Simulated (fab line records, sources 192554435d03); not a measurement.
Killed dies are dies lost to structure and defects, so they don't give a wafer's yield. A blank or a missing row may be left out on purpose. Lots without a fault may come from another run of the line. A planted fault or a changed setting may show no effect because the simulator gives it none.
fab line records | flow n5_finfet
record lots=7 wafers=21 last_day=16
route steps=1938 shown BEOL_M9@1449 PASSIVATION@1936
lots that met no fault: from a run of the same line without faults
start_h: hours from the record's first day to the start of the lot's first wafer shown | wait_h: hours since the lot's step before | " the same as in the row above | L1.1+2: a row that stands for several wafers | - no value, or no start given | * or withheld: withheld | < > ~ a bound
route shown NAME@n: a module of which the file shows steps, and the number in the route of the first | usual: mean/standard deviation of fault-free wafers | same: alike in all rows | chamber/n: place in a boat | sites: the reading at each site | _std_site: their standard deviation | _edge_site: outer sites' mean less inner sites' | radius_mm: how far each site lies from the wafer's centre | mask NAME#n: copy n | behind: the tool/chamber that last shaped the wafer | hold: why the lot was held/for how many hours/how that ended | device: the transistor (n, p or np) that didn't switch | end of line: the same wafers' tests at the end of the route | a step without rows: its recipe alone | killed: dies lost to structure and defects at the first sort, not the wafer's yield | map: a wafer's dies, x killed, . not, _ none there
set.NAME: the setting as run; set.NAME@STEP: as run at that earlier step | model.NAME: the simulator's own value behind a step, which no gauge read
lots at some steps of the route; a table a step, a row a wafer
services: from which hour (start_h, from the record's first day; less than 0 if before it) a tool's chamber was out of use, for how many hours, and why
## steps
# step N5_BEOL_M9_OCD_MEAS_38
# usual trench_depth_nm=150.9/2.4
# columns lot.wafer tool chamber start_h wait_h trench_depth_nm
L768.1 ocd-01 - 209.39 - 150.7
L768.4 " - " " 155.7
L768.5 " - " " 154.3
L773.1 ocd-02 - 232.00 - 150.3
L773.3 " - " " 150.4
L773.6 " - " " 151.8
L781.1 ocd-02 - 281.03 - 148.0
L781.3 " - " " 151.6
L781.6 " - " " 152.3
L783.2 ocd-01 - 296.70 - 148.9
L783.3 " - " " 149.7
L783.4 " - " " 152.9
L784.1 ocd-01 - 296.93 - 150.3
L784.2 " - " " 150.9
L784.4 " - " " 145.5
L786.1 ocd-02 - 326.75 - 153.5
L786.2 " - " " 154.0
L786.3 " - " " 149.9
L788.2 ocd-01 - 330.87 - 145.3
L788.3 " - " " 151.4
L788.6 " - " " 151.0
# step N5_BEOL_M9_HM_STRIP_39
# recipe chemistry=peroxide_tin_strip material=TiN target_depth_a=250 temp_c=50 time_s=158
# step N5_BEOL_M9_SRD_40
# recipe time_s=30 temp_c=23 rinse_liquid=diw dry=ipa_marangoni
# step N5_BEOL_M9_PRECLEAN_42
# recipe chemistry=residue_remover time_s=60 temp_c=40
# step N5_BEOL_M9_SRD_43
# recipe time_s=30 temp_c=23 rinse_liquid=diw dry=ipa_marangoni
# step N5_BEOL_M9_CD_MEAS_35
# recipe target_cd_nm=70 target_cd_y_nm=40 polarity=opening
# usual cd_nm=70.1/0.51
# columns lot.wafer tool chamber start_h wait_h cd_nm
L768.1 cd_sem-01 - 209.55 0.0 70.4
L768.4 " - " " 70.9
L768.5 " - " " 70.5
L773.1 cd_sem-03 - 232.25 0.0 70.7
L773.3 " - " " 71.0
L773.6 " - " " 70.2
L781.1 cd_sem-02 - 281.18 0.0 69.9
L781.3 " - " " 70.0
L781.6 " - " " 69.4
L783.2 cd_sem-03 - 296.85 0.0 69.5
L783.3 " - " " 68.9
L783.4 " - " " 69.3
L784.1 cd_sem-03 - 297.08 0.0 69.8
L784.2 " - " " 69.7
L784.4 " - " " 69.6
L786.1 cd_sem-02 - 326.90 0.0 70.1
L786.2 " - " " 70.0
L786.3 " - " " 70.5
L788.2 cd_sem-01 - 331.03 0.0 70.0
L788.3 " - " " 70.3
L788.6 " - " " 70.4
# step N5_BEOL_M9_CURE_72
# recipe temp_c=370 time_s=120 ambient=DMADMS/He material=SiCOH_lowk
# usual lamp_power_pct=52.32/0.05 wafer_temp_C_max=372.0/0.62
# columns lot.wafer tool chamber start_h wait_h lamp_power_pct wafer_temp_C_max
L768.1 uv_cure-01 2 209.97 0.4 52.30 372.4
L768.4 " 2 " " 52.31 371.1
L768.5 " 2 " " 52.30 371.5
L773.1 uv_cure-02 0 232.29 0.0 52.27 372.1
L773.3 " 0 " " 52.27 371.7
L773.6 " 0 " " 52.24 372.5
L781.1 uv_cure-02 1 281.22 0.0 52.36 372.0
L781.3 " 1 " " 52.29 373.3
L781.6 " 1 " " 52.31 372.4
L783.2 uv_cure-03 2 296.94 0.1 52.31 373.0
L783.3 " 2 " " 52.33 372.6
L783.4 " 2 " " 52.31 373.2
L784.1 uv_cure-02 0 297.12 0.0 52.41 372.2
L784.2 " 0 " " 52.29 371.5
L784.4 " 0 " " 52.27 372.0
L786.1 uv_cure-01 0 326.94 0.0 52.31 373.1
L786.2 " 0 " " 52.34 372.7
L786.3 " 0 " " 52.45 372.0
L788.2 uv_cure-02 2 331.28 0.2 52.31 371.5
L788.3 " 2 " " 52.36 371.3
L788.6 " 2 " " 52.41 371.6
# step N5_BEOL_M9_DEGAS_44
# recipe ambient=vacuum temp_c=250 time_s=60
# usual heater_power_w=336/34
# columns lot.wafer tool chamber start_h wait_h heater_power_w
L768.1 pvd_sputter-02 - 211.11 1.1 331
L768.4 " - " " 342
L768.5 " - " " 341
L773.1 pvd_sputter-02 - 233.11 0.8 342
L773.3 " - " " 363
L773.6 " - " " 335
L781.1 pvd_sputter-02 - 281.57 0.3 347
L781.3 " - " " 360
L781.6 " - " " 337
L783.2 pvd_sputter-03 - 297.53 0.5 393
L783.3 " - " " 295
L783.4 " - " " 277
L784.1 pvd_sputter-02 - 297.70 0.5 357
L784.2 " - " " 329
L784.4 " - " " 344
L786.1 pvd_sputter-03 - 327.44 0.5 392
L786.2 " - " " 304
L786.3 " - " " 276
L788.2 pvd_sputter-02 - 331.57 0.2 339
L788.3 " - " " 319
L788.6 " - " " 350
# step N5_BEOL_M9_PRE_CLEAN_45
# recipe gas=H2/He time_s=30 temp_c=250
# usual heater_power_w=336/36
# columns lot.wafer tool chamber start_h wait_h heater_power_w
L768.1 pvd_sputter-02 - 211.15 0.0 329
L768.4 " - " " 334
L768.5 " - " " 340
L773.1 pvd_sputter-02 - 233.15 0.0 344
L773.3 " - " " 371
L773.6 " - " " 340
L781.1 pvd_sputter-02 - 281.61 0.0 347
L781.3 " - " " 366
L781.6 " - " " 344
L783.2 pvd_sputter-03 - 297.57 0.0 405
L783.3 " - " " 298
L783.4 " - " " 269
L784.1 pvd_sputter-02 - 297.74 0.0 367
L784.2 " - " " 324
L784.4 " - " " 345
L786.1 pvd_sputter-03 - 327.48 0.0 401
L786.2 " - " " 292
L786.3 " - " " 267
L788.2 pvd_sputter-02 - 331.61 0.0 334
L788.3 " - " " 326
L788.6 " - " " 356
# step N5_BEOL_M9_ALD_74
# recipe material=TaN target_thk_a=20 temp_c=275 ald_precursor_family=PDMAT ald_co_reactant=NH3 pressure_torr=3 carrier_flow_sccm=1500 pulse_time_s=2 purge_time_s=3 co_reactant_purge_time_s=2 co_reactant_pulse_time_s=3 ald_cycles=40 precursor_vessel_temp_c=75 precursor_vessel_pressure_torr=26.25 precursor_vessel_carrier_sccm=1000
# usual heater_power_w=414/39
# same co_reactant_pulse_time_s=3 co_reactant_purge_time_s=2
# columns lot.wafer tool chamber start_h wait_h heater_power_w
L768.1 ald_metal-02 3 211.21 0.0 386
L768.4 " 0 " " 439
L768.5 " 2 " " 363
L773.1 ald_metal-03 0 233.28 0.1 377
L773.3 " 3 " " 436
L773.6 " 0 " " 378
L781.1 ald_metal-02 3 281.73 0.1 396
L781.3 " 1 " " 417
L781.6 " 1 " " 414
L783.2 ald_metal-02 3 297.63 0.0 393
L783.3 " 2 " " 350
L783.4 " 2 " " 356
L784.1 ald_metal-03 3 297.81 0.0 411
L784.2 " 0 " " 373
L784.4 " 1 " " 383
L786.1 ald_metal-02 1 327.54 0.0 400
L786.2 " 0 " " 448
L786.3 " 3 " " 399
L788.2 ald_metal-04 1 331.67 0.0 456
L788.3 " 3 " " 517
L788.6 " 1 " " 461
# step N5_BEOL_M9_SURFACE_TREAT_79
# recipe gas=Ar time_s=* ion_energy_ev=* ion_current_ma_cm2=0.5 pressure_mtorr=* ar_flow_sccm=30
# usual throttle_valve_pct=*
# columns lot.wafer tool chamber start_h wait_h throttle_valve_pct
L768.1 pvd_sputter-03 - 211.99 0.7 *
L768.4 " - " " *
L768.5 " - " " *
L773.1 pvd_sputter-03 - 233.63 0.2 *
L773.3 " - " " *
L773.6 " - " " *
L781.1 pvd_sputter-02 - 282.07 0.2 *
L781.3 " - " " *
L781.6 " - " " *
L783.2 pvd_sputter-03 - 297.93 0.2 *
L783.3 " - " " *
L783.4 " - " " *
L784.1 pvd_sputter-02 - 298.24 0.3 *
L784.2 " - " " *
L784.4 " - " " *
L786.1 pvd_sputter-01 - 327.87 0.2 *
L786.2 " - " " *
L786.3 " - " " *
L788.2 pvd_sputter-03 - 331.95 0.2 *
L788.3 " - " " *
L788.6 " - " " *
# step N5_BEOL_M9_CVD_78
# recipe material=Co target_thk_a=20 temp_c=withheld precursor=CCTBA/H2 pressure_torr=30 time_s=138.9
# step N5_BEOL_M9_SPUTTER_48
# recipe material=Cu target_thk_a=120 temp_c=-20 bias_v=60 power_w=26000 chamber_pressure_pa=0.13 time_s=2
# usual cathode_dc_power_W=26000/4.8 throttle_valve_pct=30.8/0.79
# columns lot.wafer tool chamber start_h wait_h cathode_dc_power_W throttle_valve_pct
L768.1 pvd_sputter-03 - 212.43 0.1 25998 29.5
L768.4 " - " " 26003 30.6
L768.5 " - " " 26001 30.4
L773.1 pvd_sputter-02 - 234.05 0.2 25985 32.0
L773.3 " - " " 25994 31.0
L773.6 " - " " 25997 32.4
L781.1 pvd_sputter-02 - 282.30 0.1 20577 31.2
L781.3 " - " " 20587 32.0
L781.6 " - " " 20580 31.1
L783.2 pvd_sputter-02 - 298.28 0.2 20581 31.2
L783.3 " - " " 20590 31.1
L783.4 " - " " 20578 32.2
L784.1 pvd_sputter-02 - 298.44 0.1 20585 32.2
L784.2 " - " " 20580 31.2
L784.4 " - " " 20577 30.2
L786.1 pvd_sputter-03 - 328.12 0.1 26002 31.2
L786.2 " - " " 26001 30.5
L786.3 " - " " 25998 30.2
L788.2 pvd_sputter-01 - 332.24 0.2 25996 32.3
L788.3 " - " " 26006 30.4
L788.6 " - " " 26002 31.6
# step N5_BEOL_M9_ECD_50
# recipe material=Cu target_thk_a=3180
# step N5_PASSIVATION_PROBE_49
# usual defect_limited_yield=91.4/1.5 killed_at_M0_to_M3=31/11 killed_at_M4_up=13/5.5 killed_at_contacts=13/6.3 killed_at_front_end=40/13 killed_at_other=3.3/2.6 killed_dies=101/18 killed_open=67/13 killed_short=33/7.9 sort_bin_5_function=5.1/1 sort_bin_6_memory=3.2/0.68 sort_n_pass=1079/18 sort_yield_pct=91.4/1.5
# same gross_dies=1180 killed_at_back_side=0 sort_bin_4_leakage[%]=0 sort_bin_8_speed[%]=0
# columns lot.wafer tool chamber start_h wait_h defect_limited_yield[%] killed_at_M0_to_M3 killed_at_M4_up killed_at_contacts killed_at_front_end killed_at_other killed_dies killed_open killed_short sort_bin_5_function[%] sort_bin_6_memory[%] sort_n_pass sort_yield_pct[%]
L768.1 prober-02 - 264.31 0.0 93.7 28 9 13 23 1 74 50 23 3.7 2.4 1106 93.7
L768.4 prober-02 - 264.46 0.2 91.0 50 9 18 29 0 106 74 31 5.5 3.1 1074 91.0
L768.5 prober-02 - 264.51 0.2 93.4 46 4 12 15 1 78 55 21 3.7 2.4 1102 93.4
L773.1 prober-02 - 292.81 0.0 91.9 19 12 3 59 2 95 55 38 4.0 3.6 1085 91.9
L773.3 prober-02 - 292.91 0.1 92.3 25 22 3 40 1 91 59 31 4.9 2.6 1089 92.3
L773.6 prober-02 - 293.06 0.3 91.6 32 11 1 51 4 99 65 30 4.9 3.1 1081 91.6
L781.1 prober-01 - 337.82 0.0 92.7 29 16 8 32 1 86 58 24 5.1 1.9 1094 92.7
L781.3 prober-01 - 337.92 0.1 91.6 28 22 13 35 1 99 61 32 4.8 3.3 1081 91.6
L781.6 prober-01 - 338.07 0.3 90.9 37 20 18 31 1 107 73 29 5.8 3.1 1073 90.9
L783.2 prober-01 - 354.27 0.1 90.0 30 18 6 59 5 118 63 50 5.7 3.6 1062 90.0
L783.3 prober-01 - 354.32 0.1 86.7 61 19 15 57 5 157 107 46 8.6 4.6 1023 86.7
L783.4 prober-01 - 354.37 0.2 90.5 34 20 11 41 6 112 74 35 6.0 3.1 1068 90.5
L784.1 prober-02 - 359.06 0.0 89.7 55 17 9 38 2 121 80 37 5.3 4.8 1059 89.7
L784.2 prober-02 - 359.11 0.1 87.5 47 15 11 69 6 148 91 52 6.4 5.3 1032 87.5
L784.4 prober-02 - 359.21 0.2 88.1 54 25 20 39 2 140 92 46 7.2 4.1 1040 88.1
L786.1 prober-01 - 379.74 0.0 91.5 39 7 11 40 3 100 65 34 5.0 3.4 1080 91.5
L786.2 prober-01 - 379.79 0.1 92.2 25 6 16 42 3 92 58 32 4.4 3.0 1088 92.2
L786.3 prober-01 - 379.84 0.1 91.3 29 4 10 45 15 103 65 36 4.7 3.7 1077 91.3
L788.2 prober-01 - 387.92 0.1 93.1 24 5 12 35 5 81 65 16 4.4 2.2 1099 93.1
L788.3 prober-01 - 387.97 0.1 91.3 20 14 3 65 1 103 70 33 4.9 3.6 1077 91.3
L788.6 prober-01 - 388.12 0.3 92.4 12 18 4 50 6 90 63 27 4.4 3.0 1090 92.4
# killed by level:class
L768.1 MOL_CONTACT_COAG:geometric_particle:open=10 BEOL_M0_SAQP:geometric_particle:open=8 BEOL_M0_SAQP:geometric_particle:short=7 BEOL_M2:geometric_particle:open=7 GATE_CUT:geometric_particle:short=5 GATE_CUT:geometric_particle:open=4 BEOL_M4:geometric_particle:open=4 BEOL_M7:geometric_particle:open=4
L768.4 MOL_CONTACT_COAG:geometric_particle:open=13 BEOL_M0_SAQP:geometric_particle:open=13 BEOL_M2:geometric_particle:open=13 BEOL_M0_SAQP:geometric_particle:short=10 STI_FIN_REVEAL:geometric_particle:open=7 BEOL_M3:geometric_particle:open=7 MOL_CONTACT_COAG:geometric_particle:short=5 BEOL_M1:geometric_particle:open=4
L768.5 BEOL_M2:geometric_particle:open=15 BEOL_M3:geometric_particle:open=15 MOL_CONTACT_COAG:geometric_particle:open=11 FIN_SAQP:geometric_particle:short=5 BEOL_M0_SAQP:geometric_particle:short=4 BEOL_M0_SAQP:geometric_particle:open=4 FIN_SAQP:geometric_particle:open=3 BEOL_M3:geometric_particle:short=3
L773.1 STI_FIN_REVEAL:geometric_particle:open=15 FIN_SAQP:geometric_particle:short=13 ILD0:geometric_particle:short=8 BEOL_M0:geometric_particle:open=7 BEOL_M2:geometric_particle:open=7 STI_FIN_REVEAL:geometric_particle:short=5 ILD0:geometric_particle:open=5 FIN_SAQP:geometric_particle:open=3
L773.3 STI_FIN_REVEAL:geometric_particle:open=14 BEOL_M4:geometric_particle:open=12 GATE_CUT:geometric_particle:short=7 BEOL_M3:geometric_particle:open=7 BEOL_M1:geometric_particle:open=6 BEOL_M2:geometric_particle:open=5 FIN_SAQP:geometric_particle:short=4 BEOL_M4:geometric_particle:short=3
L773.6 STI_FIN_REVEAL:geometric_particle:open=18 BEOL_M3:geometric_particle:open=8 FIN_SAQP:geometric_particle:short=6 GATE_CUT:geometric_particle:open=6 BEOL_M2:geometric_particle:open=6 GATE_CUT:geometric_particle:short=5 BEOL_M0_SAQP:geometric_particle:short=4 BEOL_M0:geometric_particle:open=4
L781.1 FIN_SAQP:geometric_particle:open=14 BEOL_M0_SAQP:geometric_particle:short=9 BEOL_M1:geometric_particle:open=7 MOL_CONTACT_COAG:geometric_particle:open=7 BEOL_M4:geometric_particle:open=7 BEOL_M0_SAQP:geometric_particle:open=6 FIN_SAQP:geometric_particle:short=5 BEOL_M2:geometric_particle:open=5
L781.3 BEOL_M2:geometric_particle:open=15 FIN_SAQP:geometric_particle:short=14 MOL_CONTACT_COAG:geometric_particle:open=12 BEOL_M6:geometric_particle:open=6 BEOL_M9:interface_void_opened=6 FIN_SAQP:geometric_particle:open=4 BEOL_M3:geometric_particle:open=4 ILD0:geometric_particle:open=3
L781.6 MOL_CONTACT_COAG:geometric_particle:open=12 FIN_SAQP:geometric_particle:open=10 BEOL_M3:geometric_particle:open=9 BEOL_M2:geometric_particle:open=7 FIN_SAQP:geometric_particle:short=6 MOL_CONTACT_COAG:geometric_particle:short=6 BEOL_M5:geometric_particle:open=6 BEOL_M0_SAQP:geometric_particle:open=5
L783.2 FIN_SAQP:geometric_particle:short=23 FIN_SAQP:geometric_particle:open=16 BEOL_M4:geometric_particle:open=7 BEOL_M3:geometric_particle:short=5 BEOL_M3:geometric_particle:open=5 STARTING-WAFER:geometric_particle:open=4 MOL_CONTACT_COAG:geometric_particle:open=4 BEOL_M0_SAQP:geometric_particle:short=4
L783.3 BEOL_M0_SAQP:geometric_particle:open=18 FIN_SAQP:geometric_particle:short=17 FIN_SAQP:geometric_particle:open=14 MOL_CONTACT_COAG:geometric_particle:open=14 BEOL_M3:geometric_particle:open=14 BEOL_M0_SAQP:geometric_particle:short=13 DUMMY_GATE:geometric_particle:open=6 BEOL_M2:geometric_particle:open=6
L783.4 BEOL_M3:geometric_particle:open=19 FIN_SAQP:geometric_particle:short=11 MOL_CONTACT_COAG:geometric_particle:open=9 BEOL_M4:geometric_particle:open=7 DUMMY_GATE:geometric_particle:open=6 FIN_SAQP:geometric_particle:open=5 BEOL_M0_SAQP:geometric_particle:open=4 PAD_METAL:geometric_particle:open=4
L784.1 BEOL_M0_SAQP:geometric_particle:short=13 BEOL_M4:geometric_particle:open=11 BEOL_M3:geometric_particle:open=10 FIN_SAQP:geometric_particle:open=9 MOL_CONTACT_COAG:geometric_particle:open=9 BEOL_M0_SAQP:geometric_particle:open=9 BEOL_M1:geometric_particle:open=9 FIN_SAQP:geometric_particle:short=8
L784.2 FIN_SAQP:geometric_particle:open=15 STI_FIN_REVEAL:geometric_particle:open=13 BEOL_M3:geometric_particle:open=12 BEOL_M0_SAQP:geometric_particle:short=11 FIN_SAQP:geometric_particle:short=10 MOL_CONTACT_COAG:geometric_particle:open=9 STI_FIN_REVEAL:geometric_particle:short=8 BEOL_M2:geometric_particle:open=6
L784.4 MOL_CONTACT_COAG:geometric_particle:open=14 BEOL_M4:geometric_particle:open=12 BEOL_M0_SAQP:geometric_particle:short=11 BEOL_M0_SAQP:geometric_particle:open=11 BEOL_M1:geometric_particle:open=11 FIN_SAQP:geometric_particle:open=9 BEOL_M3:geometric_particle:open=8 FIN_SAQP:geometric_particle:short=7
L786.1 BEOL_M3:geometric_particle:open=17 FIN_SAQP:geometric_particle:open=9 MOL_CONTACT_COAG:geometric_particle:open=9 BEOL_M2:geometric_particle:open=6 STI_FIN_REVEAL:geometric_particle:open=5 GATE_CUT:geometric_particle:short=5 BEOL_M3:geometric_particle:short=5 STARTING-WAFER:geometric_particle:open=5
L786.2 MOL_CONTACT_COAG:geometric_particle:open=13 FIN_SAQP:geometric_particle:open=11 FIN_SAQP:geometric_particle:short=7 BEOL_M1:geometric_particle:open=7 DUMMY_GATE:geometric_particle:open=5 GATE_CUT:geometric_particle:short=5 BEOL_M0_SAQP:geometric_particle:short=5 BEOL_M0_SAQP:geometric_particle:open=4
L786.3 FIN_SAQP:geometric_particle:open=13 BEOL_M3:geometric_particle:open=13 MOL_CONTACT_COAG:geometric_particle:open=9 FIN_SAQP:geometric_particle:short=6 STI_FIN_REVEAL:geometric_particle:open=6 PASS1_CAP:geometric_particle:short=6 BEOL_M0_SAQP:geometric_particle:short=5 PASS1_CAP:geometric_particle:open=4
L788.2 STI_FIN_REVEAL:geometric_particle:open=13 MOL_CONTACT_COAG:geometric_particle:open=12 BEOL_M2:geometric_particle:open=8 DUMMY_GATE:geometric_particle:open=7 BEOL_M2:geometric_particle:short=7 GATE_CUT:geometric_particle:short=4 BEOL_M4:geometric_particle:open=4 FIN_SAQP:geometric_particle:open=3
L788.3 STI_FIN_REVEAL:geometric_particle:open=19 FIN_SAQP:geometric_particle:open=9 DUMMY_GATE:geometric_particle:open=8 BEOL_M4:geometric_particle:open=7 FIN_SAQP:geometric_particle:short=6 STI_FIN_REVEAL:geometric_particle:short=6 BEOL_M1:geometric_particle:open=5 BEOL_M2:geometric_particle:open=4
L788.6 STI_FIN_REVEAL:geometric_particle:open=20 BEOL_M4:geometric_particle:open=13 FIN_SAQP:geometric_particle:short=7 FIN_SAQP:geometric_particle:open=7 STI_FIN_REVEAL:geometric_particle:short=5 BEOL_M2:geometric_particle:short=5 DUMMY_GATE:geometric_particle:open=4 MOL_CONTACT_COAG:geometric_particle:open=4
## services
# columns tool chamber start_h hours kind
ald_metal-03 0 200.79 3.8 repair
ald_metal-03 - 209.31 2.8 pm
uv_cure-03 - 213.10 1.4 repair
ald_metal-03 1 214.47 7.8 repair
ald_metal-02 1 229.45 7.2 repair
uv_cure-02 - 231.35 0.9 repair
uv_cure-01 - 234.10 7.5 pm
uv_cure-03 - 244.42 7.1 pm
ald_metal-03 - 248.90 1.1 repair
uv_cure-02 - 260.00 7.5 pm
ald_metal-03 3 261.07 3.2 repair
uv_cure-01 - 271.15 0.8 repair
uv_cure-02 - 283.03 0.3 repair
ald_metal-02 0 296.44 26.8 repair
ald_metal-03 - 319.65 0.3 repair
uv_cure-02 - 323.36 7.1 pm
## key
first_sign step=N5_BEOL_M9_SPUTTER_48 reading=cathode_dc_power_W direction=down sigmas=99+ usual=* struck=*
effect none on later readings
met_at N5_BEOL_M9_SPUTTER_48
struck_wafers L781.1,L781.3,L781.6,L783.2,L783.3,L783.4,L784.1,L784.2,L784.4
onset_between 234.05 282.30
fault kind=process_parameter_drift tool=pvd_sputter-02 chamber=- onset_h=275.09 steps=N5_BEOL_M9_SPUTTER_48 channel=power_w offset=* shape=step end_h=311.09 acts_in=* stated=*
